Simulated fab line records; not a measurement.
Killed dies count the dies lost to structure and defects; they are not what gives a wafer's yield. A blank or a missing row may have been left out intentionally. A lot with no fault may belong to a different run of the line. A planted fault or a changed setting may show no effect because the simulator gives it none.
Chamber matching | flow n5 finfet | rie si-03 running N5_BEOL_M0_SAQP_MANDREL1_REMOVE_100: 4 sister chambers
The step chemistry HBr/Cl2/O2, target a-Si, stops on SiNx, bt time 10 s. 4 wafers are shown with their chamber, then 12 later ones without.

WAFERS PAIRED WITH THEIR CHAMBERS
wafer  | chamber | drypump motor current A (A)
L085.3 | 2       | 6.7
L085.6 | 1       | 6.0
L088.5 | 3       | 5.4
L088.6 | 0       | 5.4

WAFERS WITHOUT THEIR CHAMBER
wafer  | drypump motor current A (A)
L091.3 | 6.7
L091.4 | 6.0
L091.6 | 5.4
L092.4 | 6.0
L092.5 | 5.4
L092.6 | 6.7
L094.1 | 5.5
L094.2 | 6.0
L094.3 | 5.4
L096.3 | 5.4
L096.5 | 6.0
L096.6 | 5.4

EACH ONE'S CHAMBER
wafer  | from the rows above     | in truth
L091.3 | 2                       | 2
L091.4 | 1                       | 1
L091.6 | can't be placed: 0 or 3 | 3
L092.4 | 1                       | 1
L092.5 | can't be placed: 0 or 3 | 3
L092.6 | 2                       | 2
L094.1 | can't be placed: 0 or 3 | 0
L094.2 | 1                       | 1
L094.3 | can't be placed: 0 or 3 | 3
L096.3 | can't be placed: 0 or 3 | 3
L096.5 | 1                       | 1
L096.6 | can't be placed: 0 or 3 | 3
Correct placement for 6 of the 12. Can't be placed from these rows: 6 (the true chamber is among the candidates in 6). Wrongly placed: 0.
How it was worked out, from the rows above alone: a wafer's distance from a chamber is the root of the sum, over the readings, of the square of ((its reading less the chamber's mean) divided by the reading's scatter). The wafer belongs to the nearest chamber; if the next one is less than 2 further off, it can't be placed. For every chamber, the mean is computed from those of its wafers that are shown. The scatter: root of mean squared gap, hidden wafer to nearest shown wafer, with one shown wafer a chamber.
